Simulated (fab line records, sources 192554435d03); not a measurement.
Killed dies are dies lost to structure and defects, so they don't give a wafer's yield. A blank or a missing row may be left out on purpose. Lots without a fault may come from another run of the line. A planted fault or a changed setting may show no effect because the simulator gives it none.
A struck lot beside a sound one | flow n5_finfet | 38 steps out of a route of 1938
Sound: wafers L428.2, L428.3, L428.5. Struck: wafer L440.3. (L440.6 of the same lot was not struck and is left out.) The cause comes at the end.
At each step with rows: each side's tool, then ch and its chambers, then its first start. Under that, the readings that differ: sound wafers | struck wafers | difference of the means | sigmas: that difference in standard deviations of wafers without a fault.
alike: readings whose means differ by less than 2 such deviations, and words and numbers that are the same on both sides. not compared: withheld readings, readings that some wafer has no value for, bounds like >300 that may hide the same value, and numbers for which the record gives no deviation and whose values overlap.
The two part at a step that has a row with sigmas, a row that says differs or no value, or rows on one side only. Numbers that don't overlap but have no deviation are shown without sigmas and don't part them. A reading that every wafer of one side lacks parts them only if that side has two wafers or more.

first, 9 steps without rows for these wafers: N5_BEOL_M4_ANNEAL_95 (time 240 s); N5_BEOL_M4_SPUTTER_96 (material Cu, target thk 4.5 nm, time 8.29 s); N5_BEOL_M4_ECD_50 (material Cu, target thk 300 nm); N5_BEOL_M4_ANNEAL_51 (time 90 s); N5_BEOL_M4_CMP_52 (polishes, stops on SiOC, t overpolish 6.8 s, target thk 40 nm); N5_BEOL_M4_PRE_CLEAN_60 (time 15 s); N5_BEOL_M4_CO_CAP_55 (material Co, precursor CCTBA/H2, target thk 2 nm, time 102.1 s); N5_BEOL_M4_PRE_CLEAN_56 (time 15 s); N5_BEOL_M4_DEP_57 (deposits SiCN from 3MS/NH3, target thk 8 nm, time 14 s).
N5_BEOL_M4_RC_MEAS_101:
  sound on prober-02 ch 0, day 8 01:31; struck on prober-02 ch 0, day 11 05:17
  alike: DIBL_N, DIBL_P, IOFF_N, IOFF_P, ION_N, ION_P, SS_N, SS_P, VT_N, VT_P
then, 24 steps without rows for these wafers: N5_BEOL_M5_ILD_DEP_00 (deposits SiCOH lowk from DEMS/porogen, target thk 140.64 nm, time 25.9 s); N5_BEOL_M5_CURE_79 (cures SiCOH lowk, time 240 s); N5_BEOL_M5_PECVD_70 (deposits SiO2 from TEOS/O2, target thk 16 nm, time 18 s); N5_BEOL_M5_HM_DEP_02 (deposits TiN, target thk 20 nm); N5_BEOL_M5_COAT_59 (time 60 s, resist thk 60 nm); N5_BEOL_M5_COAT_60 (time 60 s, resist thk 12 nm); N5_BEOL_M5_COAT_71 (time 60 s, resist thk 5 nm); N5_BEOL_M5_COAT_05 (resist thk 30 nm); N5_BEOL_M5_EBR_07; N5_BEOL_M5_SOFTBAKE_06 (time 60 s); N5_BEOL_M5_EXPOSE_08 (exposes mask M5, target cd 28 nm); N5_BEOL_M5_PEB_09 (peb time 60 s); N5_BEOL_M5_DEVELOP_10 (develop time 30 s); N5_BEOL_M5_DESCUM_16 (chemistry O2, time 7 s); N5_BEOL_M5_ETCH_72 (etches underlayer in N2/H2, target depth 6.5 nm, time 5.2 s); N5_BEOL_M5_ETCH_61 (etches SiARC in CF4, target depth 15.6 nm, time 26 s); N5_BEOL_M5_ETCH_62 (etches SOC in N2/H2, target depth 75 nm, overetch 15 nm, time 112.5 s); N5_BEOL_M5_STRIP_63 (strips in N2/H2); N5_BEOL_M5_STRIP_73 (strips in N2/H2); N5_BEOL_M5_STRIP_64 (strips in CF4); N5_BEOL_M5_HM_OPEN_17 (chemistry Cl2/BCl3, target TiN, target depth 20 nm, overetch 6 nm); N5_BEOL_M5_STRIP_19 (strips in O2); N5_BEOL_M5_COAT_65 (time 60 s, resist thk 60 nm); N5_BEOL_M5_COAT_66 (time 60 s, resist thk 12 nm).
N5_BEOL_M6_CMP_52: polishes, stops on SiCOH lowk, t overpolish 6.9 s, target thk 80 nm.
  sound on cmp-02 ch 1,2,3, day 8 21:11; struck on cmp-02 ch 2, day 12 00:40
  reading                      | sound             | struck | difference | sigmas
  barrier_field_endpoint_s (s) | 28.8 28.1 27.4    | 46.9   | +18.8      | +23
  overpolish_run_s (s)         | 6.898 6.889 6.874 | 0.038  | -6.849     | -99 or more
  time_to_endpoint_s (s)       | 64 59 55          | 80     | +21        | +5
  alike: motor_current_A
  not compared: pad_life_wafers
N5_BEOL_M6_THK_MEAS_53: measures by xrf.
  sound on film_metro-02, day 8 21:29; struck on film_metro-01, day 12 00:56
  reading     | sound          | struck | difference | sigmas
  M6_THK (nm) | 75.5 76.5 74.1 | 180.7  | +105.3     | +46
N5_BEOL_M6_INSPECT_58: inspects for defects (darkfield).
  sound on defect_inspect-02, day 8 21:39; struck on defect_inspect-01, day 12 01:05
  reading          | sound     | struck | difference | sigmas
  raw_defect_count | 70 130 99 | 1353   | +1253      | +48
-- the record jumps here: 3 days lie between the struck wafers' starts before and after (it left off in module BEOL_M6 and takes up again in module PASSIVATION, whose first step shown is number 1936 of the route) --
N5_PASSIVATION_PROBE_49:
  the record has rows for the struck wafers here (prober-01, day 15 07:04) and none for the sound ones

WHERE THEY PART
First at N5_BEOL_M6_CMP_52; last, within this record, at N5_PASSIVATION_PROBE_49.

WHY: what the simulator had put in
Process parameter drift: cmp-02, from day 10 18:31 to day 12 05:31, at N5_BEOL_M6_CMP_52. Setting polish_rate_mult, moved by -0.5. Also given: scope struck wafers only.
